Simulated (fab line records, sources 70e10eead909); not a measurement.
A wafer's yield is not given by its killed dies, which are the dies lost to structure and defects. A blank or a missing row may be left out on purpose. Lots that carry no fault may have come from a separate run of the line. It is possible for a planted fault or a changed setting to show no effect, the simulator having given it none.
Matching of chambers | flow nand harc | rie diel-09 running NHARC_A_BLC_STRIP_21: 4 sister chambers
The step strips in O2. 36 wafers are shown with their chamber, then 12 later ones without.

== WAFERS, EACH WITH ITS CHAMBER ==
wafer  | chamber | showerhead plenum p Torr (Torr) | drypump motor current A (A) | oes product au (a.u.)
L074.1 | 3       | 3.42                            | 5.1                         | 0.997
L074.3 | 0       | 3.31                            | 5.3                         | 1.018
L074.5 | 1       | 3.58                            | 5.4                         | 0.995
L075.1 | 2       | 3.54                            | 5.9                         | 1.006
L075.3 | 0       | 3.31                            | 5.3                         | 1.018
L075.4 | 1       | 3.58                            | 5.4                         | 0.996
L079.1 | 0       | 3.31                            | 5.3                         | 1.016
L079.4 | 1       | 3.58                            | 5.4                         | 1.004
L079.5 | 1       | 3.58                            | 5.3                         | 0.985
L082.3 | 2       | 3.54                            | 5.9                         | 1.018
L082.5 | 3       | 3.42                            | 5.1                         | 0.994
L082.6 | 2       | 3.54                            | 5.9                         | 1.010
L083.1 | 2       | 3.54                            | 5.9                         | 1.014
L083.2 | 0       | 3.30                            | 5.3                         | 1.016
L083.3 | 3       | 3.42                            | 5.0                         | 0.997
L084.2 | 1       | 3.57                            | 5.4                         | 1.001
L084.3 | 2       | 3.54                            | 5.9                         | 1.001
L084.6 | 2       | 3.54                            | 5.9                         | 1.009
L085.4 | 0       | 3.30                            | 5.3                         | 1.004
L085.5 | 0       | 3.30                            | 5.3                         | 1.001
L085.6 | 1       | 3.57                            | 5.4                         | 1.005
L087.2 | 0       | 3.30                            | 5.3                         | 1.012
L087.3 | 2       | 3.54                            | 5.9                         | 1.000
L087.6 | 3       | 3.41                            | 5.1                         | 1.000
L088.1 | 1       | 3.57                            | 5.4                         | 1.000
L088.2 | 2       | 3.54                            | 5.9                         | 1.007
L088.3 | 0       | 3.30                            | 5.4                         | 1.004
L088.4 | 3       | 3.42                            | 5.0                         | 0.995
L088.5 | 0       | 3.30                            | 5.3                         | 1.010
L088.6 | 3       | 3.41                            | 5.0                         | 1.000
L089.3 | 1       | 3.57                            | 5.4                         | 1.015
L089.4 | 0       | 3.30                            | 5.3                         | 1.013
L089.5 | 1       | 3.57                            | 5.4                         | 1.007
L090.2 | 1       | 3.57                            | 5.4                         | 1.005
L090.3 | 2       | 3.54                            | 5.9                         | 1.010
L090.6 | 0       | 3.30                            | 5.3                         | 1.007

SIGNATURES (averages over the wafers above)
reading                  | chamber 0 | chamber 1 | chamber 2 | chamber 3 | scatter within a chamber
showerhead plenum p Torr | 3.3027    | 3.5740    | 3.5400    | 3.4167    | 0.0043
drypump motor current A  | 5.309     | 5.390     | 5.900     | 5.050     | 0.0322
oes product au           | 1.01082   | 1.00130   | 1.00833   | 0.99717   | 0.00625
Rule: a wafer lies at a distance from a chamber equal to the root of the sum of squares, over the readings, of (its reading less the chamber's mean, divided by the reading's scatter). The wafer belongs to the nearest chamber; if the next one is less than 2 further off, it can't be placed. How the scatter is found: for the shown wafers, subtract from each reading the mean of its chamber, square and add these, divide the total by (wafers less chambers), then take the root.

== WAFERS WHOSE CHAMBER IS MISSING ==
wafer  | showerhead plenum p Torr (Torr) | drypump motor current A (A) | oes product au (a.u.)
L091.1 | 3.30                            | 5.3                         | 1.011
L091.4 | 3.57                            | 5.4                         | 0.999
L091.6 | 3.54                            | 5.9                         | 1.011
L093.2 | 3.57                            | 5.3                         | 0.994
L093.3 | 3.54                            | 5.9                         | 0.997
L093.4 | 3.30                            | 5.4                         | 1.004
L096.1 | 3.57                            | 5.4                         | 1.000
L096.4 | 3.30                            | 5.3                         | 1.000
L096.5 | 3.41                            | 5.1                         | 0.986
L097.1 | 3.53                            | 5.9                         | 0.994
L097.3 | 3.41                            | 5.1                         | 0.988
L097.5 | 3.53                            | 5.9                         | 0.995

== CHAMBER TAKEN BY EACH ==
wafer  | from the rows above | in truth
L091.1 | 0                   | 0
L091.4 | 1                   | 1
L091.6 | 2                   | 2
L093.2 | 1                   | 1
L093.3 | 2                   | 2
L093.4 | 0                   | 0
L096.1 | 1                   | 1
L096.4 | 0                   | 0
L096.5 | 3                   | 3
L097.1 | 2                   | 2
L097.3 | 3                   | 3
L097.5 | 2                   | 2
12 of 12 placed correctly. From these rows, 0 cannot be placed. Number placed wrongly: 0.
